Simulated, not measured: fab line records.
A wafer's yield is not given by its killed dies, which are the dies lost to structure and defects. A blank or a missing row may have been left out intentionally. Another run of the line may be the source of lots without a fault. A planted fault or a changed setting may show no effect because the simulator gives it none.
Matching of chambers -- flow n5-finfet -- N5_BEOL_M5_CURE_79 on uv-cure-02 has 3 sister chambers
The step cures SiCOH lowk, time 240 s. 18 wafers are shown with their chamber, then 9 later ones without.

## WAFERS PAIRED WITH THEIR CHAMBERS
wafer,chamber,wafer_temp_C_max,lamp-power-pct (%)
L079.2,2,387.0,52.36
L079.3,2,387.9,52.35
L079.6,2,386.9,52.29
L080.1,0,386.8,52.39
L080.4,0,387.1,52.33
L080.6,0,387.4,52.34
L080.2,0,387.6,52.30
L080.3,0,386.6,52.30
L080.5,0,388.5,52.37
L082.1,0,387.8,52.35
L082.4,0,388.8,52.39
L082.6,0,387.6,52.28
L084.2,1,385.5,52.28
L084.5,1,385.9,52.23
L084.6,1,386.0,52.22
L089.1,1,386.3,52.32
L089.3,1,386.0,52.38
L089.4,1,386.1,52.14

SIGNATURES, as means of the wafers listed above
reading,chamber 0,chamber 1,chamber 2,scatter within a chamber
wafer_temp_C_max,387.578,385.967,387.267,0.587
lamp-power-pct,52.3389,52.2617,52.3333,0.0583
Rule: a wafer's distance from a chamber is the root of the sum, over the readings, of the square of ((its reading less the chamber's mean) divided by the reading's scatter). The wafer belongs to the nearest chamber; if the next one is less than 2 further off, it can't be placed. The scatter: take each reading less its chamber's mean, square it, sum over the shown wafers, divide by the number of wafers less the number of chambers, and take the root.

## WAFERS MISSING THEIR CHAMBER
wafer,wafer_temp_C_max,lamp-power-pct (%)
L086.2,387.4,52.35
L086.4,386.9,52.29
L086.5,386.8,52.26
L093.1,386.3,52.29
L093.2,386.1,52.23
L093.6,386.2,52.34
L097.4,385.4,52.27
L097.5,385.4,52.41
L097.6,386.0,52.27

## WHICH CHAMBER EACH WENT THROUGH
wafer,from the rows above,in truth
L086.2,can't be placed: 0 or 2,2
L086.4,can't be placed: 2 or 0 or 1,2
L086.5,can't be placed: 1 or 2 or 0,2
L093.1,can't be placed: 1 or 2 or 0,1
L093.2,1,1
L093.6,can't be placed: 1 or 2 or 0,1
L097.4,1,1
L097.5,can't be placed: 1 or 2 or 0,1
L097.6,1,1
Correct placement for 3 of the 9. Not placeable from these rows: 6 (in 6, the candidates include the true chamber). 0 placed wrongly.
